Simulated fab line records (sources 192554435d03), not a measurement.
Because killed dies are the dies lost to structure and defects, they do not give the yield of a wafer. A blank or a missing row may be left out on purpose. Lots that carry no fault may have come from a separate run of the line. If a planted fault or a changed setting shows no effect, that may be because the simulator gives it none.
Lot-split experiment + flow n5Finfet + route with 1938 steps; 7 lots, 21 wafers read

ABOUT THE SPLIT
At N5_BEOL_M9_COAT_59 (time 60 s, resist thk 100 nm), the setting spinRpm was moved away from the recipe's 1500 rpm on 6 of the 21 wafers read, by -7.9% to +7.8%. The other wafers ran this setting at the recipe's value.

FROM THE SPLIT TO THE READING: what the file shows between them, 7 steps
- N5_BEOL_M9_COAT_60: time 60 s, resist thk 30 nm
- N5_BEOL_M9_COAT_05: resist thk 90 nm
- N5_BEOL_M9_DESCUM_16: chemistry O2, time 7.9 s
- N5_BEOL_M9_ETCH_61: etches SiARC in CF4, target depth 39 nm, time 65 s
- N5_BEOL_M9_ETCH_62: etches SOC in N2/H2, target depth 110 nm, overetch 22 nm, time 165 s
- N5_BEOL_M9_STRIP_68: strips in N2/H2
- N5_BEOL_M9_STRIP_67: strips in CF4

THE READING
SOC_of_BEOL_M9_COAT_59.thkNm (the simulator's own value, which no gauge read), in nm, at N5_BEOL_M9_HM_OPEN_17 (chemistry Cl2/BCl3, target TiN, target depth 20 nm, overetch 6 nm). The file does not state a usual value for it. Across the 15 wafers here that went through the recipe, the average is 92.1 nm and the standard deviation 0.22 nm.

| wafer  | tool, chamber at the split | spinRpm as run, rpm | against the recipe | SOC_of_BEOL_M9_COAT_59.thkNm, nm | against lot-mates on the recipe |
|--------|----------------------------|---------------------|--------------------|----------------------------------|---------------------------------|
| L075.1 | lithoTrack-03, 0           | 1500                | recipe             | 92                               | -                               |
| L075.2 | lithoTrack-03, 0           | 1500                | recipe             | 91.8                             | -                               |
| L075.4 | lithoTrack-03, 0           | 1500                | recipe             | 92.2                             | -                               |
| L079.3 | lithoTrack-03, 0           | 1617                | +7.8%              | 88.6                             | -3.8                            |
| L079.4 | lithoTrack-03, 0           | 1500                | recipe             | 92.4                             | -                               |
| L079.5 | lithoTrack-03, 0           | 1617                | +7.8%              | 89                               | -3.4                            |
| L086.2 | lithoTrack-01, 0           | 1500                | recipe             | 92.2                             | -                               |
| L086.6 | lithoTrack-01, 0           | 1500                | recipe             | 92.2                             | -                               |
| L086.4 | lithoTrack-01, 0           | 1500                | recipe             | 92.4                             | -                               |
| L087.3 | lithoTrack-03, 0           | 1500                | recipe             | 92                               | -                               |
| L087.5 | lithoTrack-03, 0           | 1500                | recipe             | 91.8                             | -                               |
| L087.6 | lithoTrack-03, 0           | 1500                | recipe             | 92.4                             | -                               |
| L091.2 | lithoTrack-01, 0           | 1382                | -7.9%              | 95.8                             | +3.8                            |
| L091.3 | lithoTrack-01, 0           | 1500                | recipe             | 92                               | -                               |
| L091.4 | lithoTrack-01, 0           | 1382                | -7.9%              | 96                               | +4.0                            |
| L096.3 | lithoTrack-04, 0           | 1500                | recipe             | 91.8                             | -                               |
| L096.4 | lithoTrack-04, 0           | 1500                | recipe             | 92.4                             | -                               |
| L096.5 | lithoTrack-04, 0           | 1500                | recipe             | 92.4                             | -                               |
| L095.1 | lithoTrack-01, 0           | 1449                | -3.4%              | 93.6                             | +1.4                            |
| L095.5 | lithoTrack-01, 0           | 1449                | -3.4%              | 93.6                             | +1.4                            |
| L095.4 | lithoTrack-01, 0           | 1500                | recipe             | 92.2                             | -                               |

FIT RESULTS
A straight line over all 21 wafers: SOC_of_BEOL_M9_COAT_59.thkNm changes by -0.45 nm for each +1% of spinRpm; r = -0.99; the points scatter about the line by 0.23 nm.
The same after taking each lot's own level away (the mean of its wafers on the recipe; 21 wafers): -0.473 nm for each +1%; r = -0.99; scatter 0.21 nm.
Per that fit: largest spinRpm move, reading shift of 3.7 nm.
The span of the lots' own levels, 92.00 to 92.40 nm, comes to 1.8 times the standard deviation stated above.
Hence the lot-to-lot level has little effect on the slope; both slopes agree.
Check: for one of the wafers moved furthest among these (-7.9%), held out of the fit, the line's prediction against its lot-mates is +3.7 nm. It came out at +3.8 nm against them.

FURTHER SPLITS ON THESE WAFERS
Before the reading, these wafers also passed through other splits. Each is held against what the fit with the lots' levels taken away leaves over:
| other split on the same wafers | wafers away from the commonest value | r with SOC_of_BEOL_M9_COAT_59.thkNm (lot level and that fit taken away) |
|--------------------------------|--------------------------------------|-------------------------------------------------------------------------|
| N5_BEOL_M7_COAT_60 spinRpm     | 7                                    | -0.42                                                                   |
| N5_BEOL_M8_ILD_DEP_00 timeS    | 7                                    | -0.20                                                                   |
| N5_BEOL_M8_DESCUM_33 timeS     | 8                                    | -0.23                                                                   |
| N5_BEOL_M9_PECVD_70 timeS      | 6                                    | -0.21                                                                   |

THE WHOLE CHAIN: every reading that the file lists as answering this split, in the file's order
| step                  | what it does                                                         | reading                                                                       | change (the file's fit)               | r (the file's) |
|-----------------------|----------------------------------------------------------------------|-------------------------------------------------------------------------------|---------------------------------------|----------------|
| N5_BEOL_M9_COAT_59    | time 60 s, resist thk 100 nm                                         | SOC_of_BEOL_M9_COAT_59.thkNm (the simulator's own value, which no gauge read) | -0.485 nm for each +1% of the setting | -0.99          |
| N5_BEOL_M9_ETCH_62    | etches SOC in N2/H2, target depth 110 nm, overetch 22 nm, time 165 s | etch.depthNm (the simulator's own value, which no gauge read)                 | -0.488 nm for each +1% of the setting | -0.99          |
| N5_BEOL_M9_HM_OPEN_17 | chemistry Cl2/BCl3, target TiN, target depth 20 nm, overetch 6 nm    | SOC_of_BEOL_M9_COAT_59.thkNm (the simulator's own value, which no gauge read) | -0.473 nm for each +1% of the setting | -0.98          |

FILE'S OWN FIT
SOC_of_BEOL_M9_COAT_59.thkNm changes by -0.473 nm for each +1% of spinRpm, r = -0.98.
